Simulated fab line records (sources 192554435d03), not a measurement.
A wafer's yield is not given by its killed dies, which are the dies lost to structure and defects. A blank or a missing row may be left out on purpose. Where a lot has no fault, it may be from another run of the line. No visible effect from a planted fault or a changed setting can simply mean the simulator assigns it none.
Matching of chambers -- flow n5Finfet -- 3 sister chambers for N5_BEOL_M13_ILD_DEP_00 on pecvd-03
The step deposits SiOC from DEMS/O2, target thk 837.92 nm, time 166.4 s. 18 wafers are shown with their chamber, then 9 later ones without.

WAFERS PAIRED WITH THEIR CHAMBERS
wafer,chamber,throttleValvePct (%),showerheadPlenumPTorr (Torr),heaterPowerW (W)
L080.2,1,12.4,5.682,434
L080.4,1,12.0,5.714,450
L080.6,2,10.8,5.712,447
L078.2,1,12.1,5.708,425
L078.3,2,11.0,5.710,402
L078.4,0,12.6,5.693,422
L086.1,0,12.2,5.708,432
L086.2,1,12.6,5.690,430
L086.4,1,12.4,5.689,458
L087.1,0,12.8,5.708,402
L087.3,2,11.1,5.720,445
L087.6,1,12.4,5.702,450
L090.3,1,12.6,5.687,421
L090.4,1,12.4,5.695,444
L090.6,2,11.2,5.711,418
L088.1,0,12.6,5.697,455
L088.2,1,12.3,5.704,457
L088.4,0,12.5,5.704,363

SIGNATURES (means of the wafers above)
reading,chamber 0,chamber 1,chamber 2,scatter within a chamber
throttleValvePct,12.540,12.356,11.025,0.2
showerheadPlenumPTorr,5.70200,5.69678,5.71325,0.00883
heaterPowerW,414.80,441.00,428.00,22.8
Rule: for a wafer and a chamber, the distance is found by dividing, reading by reading, the gap between the wafer's reading and the chamber's mean by the reading's scatter, squaring, summing and taking the root. The wafer belongs to the nearest chamber; if the next one is less than 2 further off, it can't be placed. How the scatter is found: for the shown wafers, subtract from each reading the mean of its chamber, square and add these, divide the total by (wafers less chambers), then take the root.

WAFERS WHOSE CHAMBER IS MISSING
wafer,throttleValvePct (%),showerheadPlenumPTorr (Torr),heaterPowerW (W)
L094.1,12.9,5.707,407
L094.3,12.2,5.719,429
L094.5,12.1,5.696,447
L095.3,12.4,5.696,439
L095.4,11.2,5.717,359
L095.5,12.4,5.702,361
L096.3,10.8,5.711,438
L096.5,10.8,5.697,467
L096.6,12.7,5.699,369

CHAMBER TAKEN BY EACH
wafer,from the rows above,in truth
L094.1,can't be placed: 0 or 1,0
L094.3,can't be placed: 0 or 1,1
L094.5,can't be placed: 1 or 0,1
L095.3,can't be placed: 1 or 0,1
L095.4,2,2
L095.5,can't be placed: 0 or 1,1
L096.3,2,2
L096.5,2,2
L096.6,can't be placed: 0 or 1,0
Correct placement for 3 of the 9. Unplaceable from these rows: 6, with the true chamber sitting among the candidates in 6. Wrongly placed: 0.
